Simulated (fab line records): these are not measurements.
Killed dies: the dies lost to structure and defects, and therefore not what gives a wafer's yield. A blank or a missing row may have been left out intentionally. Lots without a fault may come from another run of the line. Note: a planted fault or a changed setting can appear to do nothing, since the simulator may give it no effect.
Which tool did it? :: flow n5 finfet :: 24 lots, 72 wafers sampled, at 3 steps of a route of 1938

== WHAT THE GAUGES READ, wafer by wafer ==
N5_BEOL_M5_CD_MEAS_28: target cd 30.6 nm, target cd y 20 nm.
lot: L076
measured: day 12 06:46
on: cd sem-02
cd nm (nm): 30.79 30.58 31.06

lot: L074
measured: day 12 11:50
on: cd sem-02
cd nm (nm): 30.29 29.99 29.97

lot: L075
measured: day 12 16:34
on: cd sem-02
cd nm (nm): 30.20 30.48 30.68

lot: L077
measured: day 12 21:02
on: cd sem-02
cd nm (nm): 30.39 30.79 30.18

lot: L078
measured: day 12 21:05
on: cd sem-03
cd nm (nm): 30.91 30.59 30.67

lot: L079
measured: day 12 21:32
on: cd sem-03
cd nm (nm): 31.07 31.39 31.09

lot: L081
measured: day 13 15:54
on: cd sem-03
cd nm (nm): 30.54 30.34 30.21

lot: L080
measured: day 13 23:24
on: cd sem-01
cd nm (nm): 30.56 30.54 30.12

lot: L083
measured: day 14 03:12
on: cd sem-03
cd nm (nm): 30.63 30.47 30.33

lot: L082
measured: day 14 03:15
on: cd sem-01
cd nm (nm): 30.41 30.14 30.98

lot: L085
measured: day 14 09:19
on: cd sem-02
cd nm (nm): 30.55 30.44 30.01

lot: L084
measured: day 14 16:07
on: cd sem-01
cd nm (nm): 30.49 30.75 30.04

lot: L086
measured: day 14 19:53
on: cd sem-02
cd nm (nm): 30.40 30.23 30.20

lot: L089
measured: day 15 13:41
on: cd sem-01
cd nm (nm): 30.62 30.24 30.30

lot: L091
measured: day 15 16:35
on: cd sem-02
cd nm (nm): 31.14 30.68 30.80

lot: L088
measured: day 15 22:14
on: cd sem-02
cd nm (nm): 30.91 30.79 31.11

lot: L087
measured: day 16 01:02
on: cd sem-03
cd nm (nm): 30.68 30.44 30.51

lot: L092
measured: day 16 05:32
on: cd sem-02
cd nm (nm): 30.39 30.50 30.44

lot: L090
measured: day 16 06:30
on: cd sem-01
cd nm (nm): 30.23 30.55 30.29

lot: L093
measured: day 16 23:44
on: cd sem-02
cd nm (nm): 30.11 30.53 30.44

lot: L094
measured: day 17 06:47
on: cd sem-03
cd nm (nm): 30.37 30.69 30.97

lot: L095
measured: day 17 06:50
on: cd sem-01
cd nm (nm): 30.63 30.55 30.98

lot: L096
measured: day 17 10:47
on: cd sem-01
cd nm (nm): 30.33 30.37 30.57

lot: L097
measured: day 17 22:58
on: cd sem-02
cd nm (nm): 30.81 30.87 30.88

N5_BEOL_M5_INSPECT_58: inspects for defects (darkfield).
lot: L076
measured: day 12 14:47
on: defect inspect-01
raw defect count: 64 63 90

lot: L074
measured: day 12 19:49
on: defect inspect-01
raw defect count: 57 98 74

lot: L075
measured: day 13 00:00
on: defect inspect-01
raw defect count: 115 92 110

lot: L077
measured: day 13 04:33
on: defect inspect-02
raw defect count: 54 89 71

lot: L078
measured: day 13 04:41
on: defect inspect-01
raw defect count: 54 116 110

lot: L079
measured: day 13 05:21
on: defect inspect-02
raw defect count: 73 104 98

lot: L081
measured: day 13 23:26
on: defect inspect-01
raw defect count: 67 64 52

lot: L080
measured: day 14 07:19
on: defect inspect-02
raw defect count: 74 65 107

lot: L083
measured: day 14 10:58
on: defect inspect-01
raw defect count: 54 31 43

lot: L082
measured: day 14 12:19
on: defect inspect-01
raw defect count: 104 78 44

lot: L085
measured: day 14 17:51
on: defect inspect-02
raw defect count: 43 45 113

lot: L084
measured: day 15 00:13
on: defect inspect-02
raw defect count: 50 42 63

lot: L086
measured: day 15 04:03
on: defect inspect-01
raw defect count: 104 57 78

lot: L089
measured: day 15 22:04
on: defect inspect-02
raw defect count: 59 83 50

lot: L091
measured: day 16 00:35
on: defect inspect-01
raw defect count: 96 58 78

lot: L088
measured: day 16 06:23
on: defect inspect-01
raw defect count: 131 125 74

lot: L087
measured: day 16 08:28
on: defect inspect-01
raw defect count: 41 54 67

lot: L092
measured: day 16 13:04
on: defect inspect-02
raw defect count: 85 52 62

lot: L090
measured: day 16 14:25
on: defect inspect-01
raw defect count: 68 73 52

lot: L093
measured: day 17 07:20
on: defect inspect-02
raw defect count: 71 68 78

lot: L094
measured: day 17 14:45
on: defect inspect-02
raw defect count: 47 107 60

lot: L095
measured: day 17 15:35
on: defect inspect-02
raw defect count: 41 49 47

lot: L096
measured: day 17 19:11
on: defect inspect-01
raw defect count: 60 79 46

lot: L097
measured: day 18 07:45
on: defect inspect-01
raw defect count: 74 61 74

== WHAT TOOL EACH LOT RAN ON (gives the tool, then ch and the chambers of the sampled wafers, and finally the start) ==
lot: L076
N5_BEOL_M5_ETCH_67: rie diel-06 ch 0,1, day 12 07:03

lot: L074
N5_BEOL_M5_ETCH_67: rie diel-02 ch 0,1,2, day 12 12:25

lot: L075
N5_BEOL_M5_ETCH_67: rie diel-06 ch 2,3, day 12 16:45

lot: L077
N5_BEOL_M5_ETCH_67: rie diel-02 ch 0,1, day 12 21:12

lot: L078
N5_BEOL_M5_ETCH_67: rie diel-03 ch 0,2,3, day 12 21:15

lot: L079
N5_BEOL_M5_ETCH_67: rie diel-03 ch 0,3, day 12 21:42

lot: L081
N5_BEOL_M5_ETCH_67: rie diel-02 ch 0,2, day 13 16:04

lot: L080
N5_BEOL_M5_ETCH_67: rie diel-06 ch 0,2,3, day 13 23:49

lot: L083
N5_BEOL_M5_ETCH_67: rie diel-02 ch 1,2, day 14 03:22

lot: L082
N5_BEOL_M5_ETCH_67: rie diel-03 ch 0,3, day 14 03:25

lot: L085
N5_BEOL_M5_ETCH_67: rie diel-06 ch 0,1, day 14 09:35

lot: L084
N5_BEOL_M5_ETCH_67: rie diel-02 ch 2,3, day 14 16:17

lot: L086
N5_BEOL_M5_ETCH_67: rie diel-03 ch 0,3, day 14 20:03

lot: L089
N5_BEOL_M5_ETCH_67: rie diel-02 ch 0,2,3, day 15 14:05

lot: L091
N5_BEOL_M5_ETCH_67: rie diel-03 ch 0,2,3, day 15 16:52

lot: L088
N5_BEOL_M5_ETCH_67: rie diel-06 ch 0,1, day 15 23:01

lot: L087
N5_BEOL_M5_ETCH_67: rie diel-06 ch 0,1,2, day 16 01:13

lot: L092
N5_BEOL_M5_ETCH_67: rie diel-03 ch 1,3, day 16 05:43

lot: L090
N5_BEOL_M5_ETCH_67: rie diel-06 ch 0,1, day 16 06:44

lot: L093
N5_BEOL_M5_ETCH_67: rie diel-03 ch 0,3, day 17 00:05

lot: L094
N5_BEOL_M5_ETCH_67: rie diel-02 ch 1,3, day 17 06:58

lot: L095
N5_BEOL_M5_ETCH_67: rie diel-06 ch 1,2, day 17 07:04

lot: L096
N5_BEOL_M5_ETCH_67: rie diel-06 ch 0,1, day 17 11:26

lot: L097
N5_BEOL_M5_ETCH_67: rie diel-03 ch 1,2,3, day 17 23:08
- N5_BEOL_M5_ETCH_67: etches SiARC in CF4, target depth 15.6 nm, time 26 s.

== WHAT THE TOOLS THEMSELVES READ (means of the sampled wafers that have a number; where no wafer has one, the mark that the record gives instead) ==
N5_BEOL_M5_ETCH_67.
lot: L076
tool: rie diel-06
drypump motor current A (A): 5.6
etch rf on time s (s): 26.0
oes product au (a.u.): 0.69
rf vpp V (V): 183.3
showerhead plenum p Torr (Torr): 2.08
throttle valve pct (%): 15.8

lot: L074
tool: rie diel-02
drypump motor current A (A): 5.5
etch rf on time s (s): 25.8
oes product au (a.u.): 0.64
rf vpp V (V): 183.5
showerhead plenum p Torr (Torr): 2.10
throttle valve pct (%): 15.9

lot: L075
tool: rie diel-06
drypump motor current A (A): 5.6
etch rf on time s (s): 26.2
oes product au (a.u.): 0.67
rf vpp V (V): 185.5
showerhead plenum p Torr (Torr): 2.24
throttle valve pct (%): 15.5

lot: L077
tool: rie diel-02
drypump motor current A (A): 5.1
etch rf on time s (s): 25.5
oes product au (a.u.): 0.65
rf vpp V (V): 183.8
showerhead plenum p Torr (Torr): 2.14
throttle valve pct (%): 15.9

lot: L078
tool: rie diel-03
drypump motor current A (A): 5.9
etch rf on time s (s): 25.7
oes product au (a.u.): 0.66
rf vpp V (V): 182.7
showerhead plenum p Torr (Torr): 2.10
throttle valve pct (%): 15.6

lot: L079
tool: rie diel-03
drypump motor current A (A): 5.6
etch rf on time s (s): 25.2
oes product au (a.u.): 0.74
rf vpp V (V): 183.7
showerhead plenum p Torr (Torr): 2.13
throttle valve pct (%): 15.6

lot: L081
tool: rie diel-02
drypump motor current A (A): 5.8
etch rf on time s (s): 26.7
oes product au (a.u.): 0.61
rf vpp V (V): 182.1
showerhead plenum p Torr (Torr): 2.06
throttle valve pct (%): 16.0

lot: L080
tool: rie diel-06
drypump motor current A (A): 5.6
etch rf on time s (s): 26.1
oes product au (a.u.): 0.71
rf vpp V (V): 185.5
showerhead plenum p Torr (Torr): 2.20
throttle valve pct (%): 15.5

lot: L083
tool: rie diel-02
drypump motor current A (A): 5.1
etch rf on time s (s): 25.9
oes product au (a.u.): 0.62
rf vpp V (V): 183.8
showerhead plenum p Torr (Torr): 2.12
throttle valve pct (%): 16.0

lot: L082
tool: rie diel-03
drypump motor current A (A): 5.6
etch rf on time s (s): 25.2
oes product au (a.u.): 0.72
rf vpp V (V): 183.2
showerhead plenum p Torr (Torr): 2.13
throttle valve pct (%): 15.6

lot: L085
tool: rie diel-06
drypump motor current A (A): 5.6
etch rf on time s (s): 25.8
oes product au (a.u.): 0.67
rf vpp V (V): 183.0
showerhead plenum p Torr (Torr): 2.08
throttle valve pct (%): 15.8

lot: L084
tool: rie diel-02
drypump motor current A (A): 5.7
etch rf on time s (s): 26.5
oes product au (a.u.): 0.61
rf vpp V (V): 182.9
showerhead plenum p Torr (Torr): 2.11
throttle valve pct (%): 15.9

lot: L086
tool: rie diel-03
drypump motor current A (A): 6.1
etch rf on time s (s): 25.9
oes product au (a.u.): 0.66
rf vpp V (V): 183.8
showerhead plenum p Torr (Torr): 2.14
throttle valve pct (%): 15.7

lot: L089
tool: rie diel-02
drypump motor current A (A): 5.7
etch rf on time s (s): 26.4
oes product au (a.u.): 0.64
rf vpp V (V): 183.4
showerhead plenum p Torr (Torr): 2.13
throttle valve pct (%): 15.8

lot: L091
tool: rie diel-03
drypump motor current A (A): 5.9
etch rf on time s (s): 25.7
oes product au (a.u.): 0.65
rf vpp V (V): 183.7
showerhead plenum p Torr (Torr): 2.09
throttle valve pct (%): 15.6

lot: L088
tool: rie diel-06
drypump motor current A (A): 5.7
etch rf on time s (s): 26.2
oes product au (a.u.): 0.70
rf vpp V (V): 183.3
showerhead plenum p Torr (Torr): 2.09
throttle valve pct (%): 15.6

lot: L087
tool: rie diel-06
drypump motor current A (A): 5.7
etch rf on time s (s): 26.1
oes product au (a.u.): 0.65
rf vpp V (V): 182.7
showerhead plenum p Torr (Torr): 2.12
throttle valve pct (%): 15.6

lot: L092
tool: rie diel-03
drypump motor current A (A): 6.3
etch rf on time s (s): 26.6
oes product au (a.u.): 0.67
rf vpp V (V): 184.7
showerhead plenum p Torr (Torr): 2.16
throttle valve pct (%): 15.6

lot: L090
tool: rie diel-06
drypump motor current A (A): 5.7
etch rf on time s (s): 26.2
oes product au (a.u.): 0.66
rf vpp V (V): 183.0
showerhead plenum p Torr (Torr): 2.07
throttle valve pct (%): 15.9

lot: L093
tool: rie diel-03
drypump motor current A (A): 5.7
etch rf on time s (s): 24.9
oes product au (a.u.): 0.69
rf vpp V (V): 183.3
showerhead plenum p Torr (Torr): 2.12
throttle valve pct (%): 15.7

lot: L094
tool: rie diel-02
drypump motor current A (A): 5.0
etch rf on time s (s): 25.5
oes product au (a.u.): 0.64
rf vpp V (V): 184.2
showerhead plenum p Torr (Torr): 2.18
throttle valve pct (%): 15.8

lot: L095
tool: rie diel-06
drypump motor current A (A): 5.7
etch rf on time s (s): 26.3
oes product au (a.u.): 0.60
rf vpp V (V): 184.5
showerhead plenum p Torr (Torr): 2.15
throttle valve pct (%): 15.7

lot: L096
tool: rie diel-06
drypump motor current A (A): 5.6
etch rf on time s (s): 25.9
oes product au (a.u.): 0.65
rf vpp V (V): 183.2
showerhead plenum p Torr (Torr): 2.07
throttle valve pct (%): 15.9

lot: L097
tool: rie diel-03
drypump motor current A (A): 6.1
etch rf on time s (s): 25.8
oes product au (a.u.): 0.73
rf vpp V (V): 184.6
showerhead plenum p Torr (Torr): 2.19
throttle valve pct (%): 15.3

== THE ANSWER, worked out from the rows above alone ==
Rule: the usual values come from the lots themselves. Put in order of their means at a reading, lots are off if they are a third of the lots or fewer, leave a main group of 4 or more, and stand apart from it by a gap of 3 or more times the standard deviation of the main group's means; of several such gaps the widest counts. Not used: any main group whose means are identical at the precision the tables above print for the reading. Also off: a lot with no number at a reading for which 4 or more lots have one. Where the step has rows for the other lots, those lots are counted as sound. The gauges are gone through in route order, then the tools' own readings, and for those a lot's mean is taken as printed above. At the first step where some lot is off, the reading lying furthest off is the one used; lots without a number count as furthest.
No lot is off at any reading shown: from this, nothing can be told.

== WHAT THE SIMULATOR HAD INSERTED ==
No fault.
